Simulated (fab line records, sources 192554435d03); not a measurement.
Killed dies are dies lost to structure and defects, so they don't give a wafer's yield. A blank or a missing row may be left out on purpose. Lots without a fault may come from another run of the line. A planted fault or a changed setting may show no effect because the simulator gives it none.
Split-lot experiment | flow n5_finfet | 7 lots, 21 wafers read, on a route of 1938 steps

THE SPLIT
At N5_BEOL_M14_TRENCH_ETCH_34 (etches SiO2 in C4F8/O2/Ar, target depth 556.65 nm, time 126.9 s), the setting bias_w was moved away from the recipe's 2040 W on 8 of the 21 wafers read, by -17.4% to +11.2%. The other wafers ran this setting at the recipe's value.

The reading is taken at the split's own step.

THE READING
rf_vpp_V, in V, at N5_BEOL_M14_TRENCH_ETCH_34 (etches SiO2 in C4F8/O2/Ar, target depth 556.65 nm, time 126.9 s). Fault-free wafers of this fab line usually give 2234 V, standard deviation 17 V.

wafer  | tool, chamber at the split | bias_w as run, W | against the recipe | rf_vpp_V, V | against lot-mates on the recipe
L075.1 | rie_diel-04, 1             | 2040             | recipe             | 2226        | -
L075.3 | rie_diel-04, 2             | 2177             | +6.7%              | 2313        | +87
L075.4 | rie_diel-04, 3             | 2177             | +6.7%              | 2343        | +117
L076.1 | rie_diel-01, 2             | 2040             | recipe             | 2238        | -
L076.2 | rie_diel-01, 3             | 2040             | recipe             | 2268        | -
L076.6 | rie_diel-01, 1             | 1686             | -17.4%             | 1965        | -288
L083.1 | rie_diel-01, 0             | 2040             | recipe             | 2226        | -
L083.3 | rie_diel-01, 1             | 2040             | recipe             | 2245        | -
L083.4 | rie_diel-01, 3             | 2040             | recipe             | 2266        | -
L081.1 | rie_diel-03, 3             | 1940             | -4.9%              | 2143        | -65
L081.3 | rie_diel-03, 1             | 2040             | recipe             | 2208        | -
L081.6 | rie_diel-03, 1             | 1940             | -4.9%              | 2132        | -76
L086.1 | rie_diel-01, 1             | 2268             | +11.2%             | 2416        | +181
L086.3 | rie_diel-01, 0             | 2268             | +11.2%             | 2395        | +160
L086.5 | rie_diel-01, 2             | 2040             | recipe             | 2235        | -
L095.2 | rie_diel-03, 2             | 2040             | recipe             | 2254        | -
L095.5 | rie_diel-03, 2             | 2242             | +9.9%              | 2404        | +168
L095.6 | rie_diel-03, 3             | 2040             | recipe             | 2219        | -
L096.2 | rie_diel-04, 3             | 2040             | recipe             | 2238        | -
L096.3 | rie_diel-04, 0             | 2040             | recipe             | 2213        | -
L096.6 | rie_diel-04, 0             | 2040             | recipe             | 2213        | -

THE FIT
A straight line over all 21 wafers: rf_vpp_V changes by +15.8 V for each +1% of bias_w; r = +0.98; the points scatter about the line by 19 V.
The same after taking each lot's own level away (the mean of its wafers on the recipe; 21 wafers): +15.9 V for each +1%; r = +0.99; scatter 14 V.
On that fit, the largest move of bias_w shifts the reading by 2.8e+02 V.
The lots' own levels span 2208.0 to 2253.0 V, that is 2.6 times the standard deviation above.
So the lot-to-lot level changes the slope little: the two slopes agree.
Check: with one of the wafers moved furthest among these (-17.4%) left out of the fit, the line predicts -267 V for it against its lot-mates. It came out at -288 V against them.
Tool readings at the split's step, against how far the setting was moved: rf_vpp_V r = +0.98.

THE FILE'S OWN FIT
rf_vpp_V changes by +16.2 V for each +1% of bias_w, r = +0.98.
